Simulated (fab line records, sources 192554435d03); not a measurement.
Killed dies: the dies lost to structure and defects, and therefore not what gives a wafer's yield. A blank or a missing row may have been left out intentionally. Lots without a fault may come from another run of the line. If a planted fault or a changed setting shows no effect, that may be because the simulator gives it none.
Comparing a struck lot with a sound one / flow n5_finfet / 15 steps out of a route of 1938
Sound: the wafers L814.1, L814.3, L814.5. Struck: wafers L829.1, L829.3, L829.4. The cause comes at the end.
Each step with rows lists, per side, the tool, then ch with its chambers, then its first start. Under that, the readings that differ: sound wafers / struck wafers / difference of the means / sigmas: that difference in standard deviations of wafers without a fault.
alike: words and numbers the same on both sides, and readings whose means are apart by under 2 such deviations; not compared: readings that were withheld, readings missing a value for some wafer, numbers with overlapping values and no deviation given by the record, and bounds like >300 which may hide the same value.
Wherever a step has rows on one side only, a row that says differs or no value, or a row with sigmas, the two part there. Numbers that have no deviation but don't overlap get no sigmas and don't part them. A reading missing from all wafers of one side parts the sides only when that side holds two or more wafers.

N5_BEOL_M7_OCD_MEAS_38:
  sound on ocd-02 at day 9 00:29; struck on ocd-01 at day 12 21:31
  alike: trench_depth_nm
then, 4 steps without rows for these wafers: N5_BEOL_M7_HM_STRIP_39 (strips TiN in peroxide tin strip, target depth 25 nm, time 158 s); N5_BEOL_M7_SRD_40 (time 30 s); N5_BEOL_M7_PRECLEAN_42 (cleans in residue remover, time 60 s); N5_BEOL_M7_SRD_43 (time 30 s).
N5_BEOL_M7_CD_MEAS_35: target cd 40 nm.
  sound on cd_sem-01 at day 9 00:38; struck on cd_sem-01 at day 12 21:40
  alike: cd_nm
N5_BEOL_M7_CURE_75: cures SiCOH lowk, time 120 s.
  sound on uv_cure-02 ch 1, day 9 00:41; struck on uv_cure-02 ch 2, day 12 21:43
  alike: lamp_power_pct, wafer_temp_C_max
N5_BEOL_M7_DEGAS_44: time 60 s.
  sound on pvd_sputter-03 at day 9 01:06; struck on pvd_sputter-03 at day 12 23:49
  alike: heater_power_w
N5_BEOL_M7_PRE_CLEAN_45: time 30 s.
  sound on pvd_sputter-03 at day 9 01:08; struck on pvd_sputter-03 at day 12 23:52
  alike: heater_power_w
N5_BEOL_M7_ALD_77: deposits TaN, target thk 2 nm, pulse time 2 s, purge time 3 s.
  sound on ald_metal-03 ch 1,2, day 9 01:13; struck on ald_metal-01 ch 1,2,3, day 12 23:55
  alike: chamber_pressure_Torr, heater_power_w, precursor_vessel_pressure_torr
N5_BEOL_M7_SURFACE_TREAT_79:
  sound on pvd_sputter-03 at day 9 01:30; struck on pvd_sputter-02 at day 13 00:13
  not compared: throttle_valve_pct
then, 1 step without rows for these wafers: N5_BEOL_M7_CVD_78 (deposits Co from CCTBA/H2, target thk 2 nm, time 142.3 s).
N5_BEOL_M7_SPUTTER_48: material Cu, target thk 10 nm, time 1.667 s.
  sound on pvd_sputter-02 at day 9 01:45; struck on pvd_sputter-03 at day 13 00:25
reading=bias_v (V); sound=58.9 59.1 58.9; struck=59.5 60.9 60.8; difference=+1.4; sigmas=+2
reading=cathode_dc_power_W (W); sound=25998 26008 25994; struck=24961 24972 24956; difference=-1037; sigmas=-99 or more
  alike: throttle_valve_pct
then, 1 step without rows for these wafers: N5_BEOL_M7_ECD_50 (material Cu, target thk 300 nm).
N5_PASSIVATION_PROBE_49:
  sound wafers here have rows in the record (prober-01, day 12 04:26); struck ones have none

## WHERE THEY PART
Last at N5_PASSIVATION_PROBE_49 as far as this record goes, first at N5_BEOL_M7_SPUTTER_48.

WHY: the cause the simulator had injected
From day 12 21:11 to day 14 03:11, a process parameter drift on pvd_sputter-03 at N5_BEOL_M7_SPUTTER_48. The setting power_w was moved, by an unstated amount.
